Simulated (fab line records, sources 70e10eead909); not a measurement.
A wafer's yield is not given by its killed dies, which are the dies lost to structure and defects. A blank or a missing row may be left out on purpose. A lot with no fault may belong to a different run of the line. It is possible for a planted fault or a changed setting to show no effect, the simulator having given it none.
Which tool was responsible? :: flow nand_harc :: 6 lots with 18 wafers sampled at 5 steps, on a route of 1159 steps

WHAT THE GAUGES SHOWED, per wafer
NHARC_END_SORT_01.
lot: L179
measured: day 22 14:36
on: prober-02
killed_at_array: 673 674 671

lot: L183
measured: day 23 12:23
on: prober-02
killed_at_array: 669 671 675

EACH LOT AND THE TOOL THAT RAN IT (in order: tool; ch and the chambers of the sampled wafers; start)
lot: L168
NHARC_A_STAIRCASE_DESCUM_11: rie_diel-02 ch 0,3, day 11 05:07
NHARC_A_STAIRCASE_ETCH_21: rie_diel-02 ch 0,1, day 11 06:59 or earlier
NHARC_A_STAIRCASE_ETCH_23: rie_diel-02 ch 0,1,3, day 11 06:59
NHARC_A_STAIRCASE_TRIM_26: rie_diel-02 ch 0,1,3, no start

lot: L175
NHARC_A_STAIRCASE_DESCUM_11: rie_diel-01 ch 0,1,3, day 12 18:51
NHARC_A_STAIRCASE_ETCH_21: rie_diel-01 ch 0,1,3, day 12 20:27 or earlier
NHARC_A_STAIRCASE_ETCH_23: rie_diel-01 ch 0,1,3, day 12 20:27
NHARC_A_STAIRCASE_TRIM_26: rie_diel-01 ch 0,2,3, no start

lot: L179
NHARC_A_STAIRCASE_DESCUM_11: rie_diel-02 ch 0,2,3, day 14 04:20
NHARC_A_STAIRCASE_ETCH_21: rie_diel-02 ch 0,2,3, day 14 06:04 or earlier
NHARC_A_STAIRCASE_ETCH_23: rie_diel-02 ch 0,1,3, day 14 06:04
NHARC_A_STAIRCASE_TRIM_26: rie_diel-02 ch 0,1,3, day 22 14:36 or earlier

lot: L183
NHARC_A_STAIRCASE_DESCUM_11: rie_diel-01 ch 1,2, day 14 16:22
NHARC_A_STAIRCASE_ETCH_21: rie_diel-01 ch 1,3, day 14 19:23 or earlier
NHARC_A_STAIRCASE_ETCH_23: rie_diel-01 ch 0,1,3, day 14 19:23
NHARC_A_STAIRCASE_TRIM_26: rie_diel-01 ch 0,1,3, day 23 12:23 or earlier

lot: L187
NHARC_A_STAIRCASE_DESCUM_11: rie_diel-04 ch 0,1,3, day 15 06:31
NHARC_A_STAIRCASE_ETCH_21: rie_diel-02 ch 1,2,3, day 15 08:07 or earlier
NHARC_A_STAIRCASE_ETCH_23: rie_diel-02 ch 0,1,3, day 15 08:07
NHARC_A_STAIRCASE_TRIM_26: rie_diel-02 ch 0,1,3, no start

lot: L189
NHARC_A_STAIRCASE_DESCUM_11: rie_diel-02 ch 1,2, day 16 11:29
NHARC_A_STAIRCASE_ETCH_21: rie_diel-04 ch 1,2, day 16 14:28 or earlier
NHARC_A_STAIRCASE_ETCH_23: rie_diel-04 ch 0,1,3, day 16 14:28
NHARC_A_STAIRCASE_TRIM_26: rie_diel-04 ch 0,2,3, no start
- NHARC_A_STAIRCASE_DESCUM_11: chemistry O2, time 3 s.
- NHARC_A_STAIRCASE_ETCH_21: etches the open film in C4F8/O2, target depth 100 nm, time 40.5 s.
- NHARC_A_STAIRCASE_ETCH_23: etches the open film in C4F8/O2, target depth 100 nm, time 40.5 s.
- NHARC_A_STAIRCASE_TRIM_26: chemistry O2, time 211.2 s.

THE ANSWER, worked out from the rows above alone
Rule: the usual values come from the lots themselves. Put in order of their means at a reading, lots are off if they are a third of the lots or fewer, leave a main group of 4 or more, and stand apart from it by a gap of 3 or more times the standard deviation of the main group's means; of several such gaps the widest counts. The tables above print the reading to a certain number of digits; a main group whose means all agree to those digits is not used. A lot without any number at a reading at which 4 lots or more have one is off too. Any other lot the step has rows for is counted as sound.
None of the lots is off at any reading shown; this tells nothing.

WHAT HAD BEEN PUT IN BY THE SIMULATOR
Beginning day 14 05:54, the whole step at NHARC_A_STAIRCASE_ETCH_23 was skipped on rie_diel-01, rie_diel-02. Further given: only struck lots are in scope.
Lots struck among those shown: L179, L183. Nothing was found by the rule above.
